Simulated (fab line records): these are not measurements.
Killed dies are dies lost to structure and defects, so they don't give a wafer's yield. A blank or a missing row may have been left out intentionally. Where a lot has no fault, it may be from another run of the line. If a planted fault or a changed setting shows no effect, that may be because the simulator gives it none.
Chamber matching    flow nand harc    4 sister chambers for NHARC_A_STAIRCASE_ALD_415 on ald hk-03
The step deposits SiO2, target thk 30 nm, pulse time 6 s, ald cycles 300. 16 wafers are shown with their chamber, then 8 later ones without.

## WAFERS WITH THEIR CHAMBER
wafer   chamber  heater power w (W)  heater power outer w (W)  precursor pulse height rel
L077.3  2        520                 280                       1.028
L077.4  0        427                 238                       1.017
L077.6  0        433                 237                       1.021
L083.2  1        531                 310                       0.997
L083.3  3        428                 241                       0.985
L083.4  0        422                 235                       1.000
L084.1  2        520                 273                       1.017
L084.3  0        426                 242                       1.022
L084.5  2        522                 273                       0.941
L088.1  0        423                 232                       1.020
L088.4  2        513                 275                       1.047
L088.5  3        431                 241                       1.010
L090.1  0        432                 231                       1.002
L090.5  2        517                 275                       0.985
L090.6  3        433                 239                       0.979
L092.1  2        516                 277                       1.017

SIGNATURES (averages over the wafers above)
reading                     chamber 0  chamber 1  chamber 2  chamber 3  scatter within a chamber
heater power w              427.17     531.00     518.00     430.67     3.76
heater power outer w        235.83     310.00     275.50     240.33     3.18
precursor pulse height rel  1.01367    0.99700    1.00583    0.99133    0.026
Rule: distance of a wafer from a chamber = root of the sum over the readings of ((wafer's reading minus chamber's mean) / reading's scatter) squared. If the next closest chamber is less than 2 further off than the closest, the wafer can't be placed; otherwise it belongs to the closest. How the scatter is found: for the shown wafers, subtract from each reading the mean of its chamber, square and add these, divide the total by (wafers less chambers), then take the root.

## WAFERS WHOSE CHAMBER IS MISSING
wafer   heater power w (W)  heater power outer w (W)  precursor pulse height rel
L092.3  512                 309                       1.034
L092.6  433                 244                       1.008
L094.4  531                 328                       0.980
L094.5  550                 320                       0.993
L094.6  511                 274                       0.964
L096.1  498                 276                       1.027
L096.2  420                 241                       0.992
L096.3  550                 329                       1.022

## EACH ONE'S CHAMBER
wafer   from the rows above      in truth
L092.3  1                        1
L092.6  can't be placed: 3 or 0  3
L094.4  1                        1
L094.5  1                        1
L094.6  2                        2
L096.1  2                        2
L096.2  can't be placed: 0 or 3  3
L096.3  1                        1
Placed correctly: 6 of 8. These rows do not allow placing 2 (true chamber among the candidates in 2). Placed wrongly: 0.
